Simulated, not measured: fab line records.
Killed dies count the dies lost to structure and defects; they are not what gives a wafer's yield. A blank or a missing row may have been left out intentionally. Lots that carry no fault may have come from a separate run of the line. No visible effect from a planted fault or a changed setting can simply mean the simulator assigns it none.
Struck lot and sound lot, side by side + flow nand harc + 15 steps out of a route of 1302
Sound: these wafers, L583.1, L583.2, L583.4. Struck: wafers L594.2, L594.4, L594.5. At the end, the cause is stated.
Each step with rows lists, per side, the tool, then ch with its chambers, then its first start. Under that, the readings that differ: sound wafers + struck wafers + difference of the means + sigmas: that difference in standard deviations of wafers without a fault.
alike: a reading whose means differ by less than 2 such deviations, as well as words and numbers matching on both sides. not compared: withheld readings; readings where some wafer has no value; bounds like >300 that might hide an equal value; numbers whose values overlap and for which the record gives no deviation.
Wherever a step has rows on one side only, a row that says differs or no value, or a row with sigmas, the two part there. Numbers that have no deviation but don't overlap get no sigmas and don't part them. A reading that every wafer of one side lacks parts them only if that side has two wafers or more.

first, 4 steps without rows for these wafers: NHARC_A_ZERO_WELL_STRIP_14 (strips in SPM, time 900 s); NHARC_A_ZERO_WELL_IMPLANT_15; NHARC_A_ZERO_WELL_PRECLEAN_22 (cleans in SC1, time 60 s); NHARC_A_ZERO_WELL_SRD_23.
NHARC_A_ZERO_WELL_RTA_16: time 10 s.
  sound on rtp anneal-02 ch 0, day 6 18:28; struck on rtp anneal-01 ch 0, day 11 09:33
  alike: lamp power pct, wafer_temp_C_max
NHARC_A_ZERO_WELL_INSPECT_17:
  struck on defect inspect-01, day 11 09:43; sound on defect inspect-01, day 6 18:40
  alike: raw defect count
then, 3 steps without rows for these wafers: NHARC_A_SOURCE_PLATE_PRECLEAN_00 (cleans in HF-LAST, time 60 s); NHARC_A_SOURCE_PLATE_SRD_01; NHARC_A_SOURCE_PLATE_OXIDE_02 (material SiO2, target thk 10 nm, ox time 1362 s).
NHARC_A_SOURCE_PLATE_THK_MEAS_09: measures by ellipsometry.
  struck on film metro-02, day 11 17:00; sound on film metro-02, day 7 01:31
  alike: thk nm
then, 1 step without rows for these wafers: NHARC_A_SOURCE_PLATE_PVD_04 (deposits WSi2, target thk 50 nm).
NHARC_A_SOURCE_PLATE_CVD_03: deposits poly-Si, target thk 200 nm, time 4000 s.
  sound on lpcvd poly-01 ch 0, day 7 04:05; struck on lpcvd poly-04 ch 0, day 11 19:35
| reading                | sound                | struck               | difference | sigmas      |
|------------------------|----------------------|----------------------|------------|-------------|
| spike tc bottom C (C)  | 640.1 640.6 638.6    | 657.4 657.4 659.0    | +18.2      | +13         |
| spike tc centre C (C)  | 620.6 623.1 620.7    | 635.5 636.6 635.7    | +14.5      | +13         |
| spike tc lower C (C)   | 621.3 621.7 619.5    | 636.2 638.6 636.7    | +16.3      | +16         |
| spike tc top C (C)     | 637 638 637          | 657 658 656          | +20        | +6          |
| spike tc upper C (C)   | 619.1 617.8 620.5    | 633.6 636.1 635.7    | +16.0      | +15         |
| tube center temp C (C) | 619.99 620.02 619.96 | 635.97 636.13 636.18 | +16.10     | +99 or more |
then, 1 step without rows for these wafers: NHARC_A_SOURCE_PLATE_ANNEAL_05 (time 1800 s).
NHARC_A_SOURCE_PLATE_THK_MEAS_06: measures by ellipsometry.
  struck on film metro-02, day 12 06:02; sound on film metro-01, day 7 16:07
| reading     | sound             | struck            | difference | sigmas |
|-------------|-------------------|-------------------|------------|--------|
| thk nm (nm) | 201.0 199.1 197.2 | 287.9 288.1 289.5 | +89.4      | +43    |
then, 1 step without rows for these wafers: NHARC_END_SORT_01.

WHERE THEY PART
At NHARC_A_SOURCE_PLATE_CVD_03 first; at NHARC_A_SOURCE_PLATE_THK_MEAS_06 last (within this record only).

WHY: what the simulator had put in
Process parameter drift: lpcvd poly-04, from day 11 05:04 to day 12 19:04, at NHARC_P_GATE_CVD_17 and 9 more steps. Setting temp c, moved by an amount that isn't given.
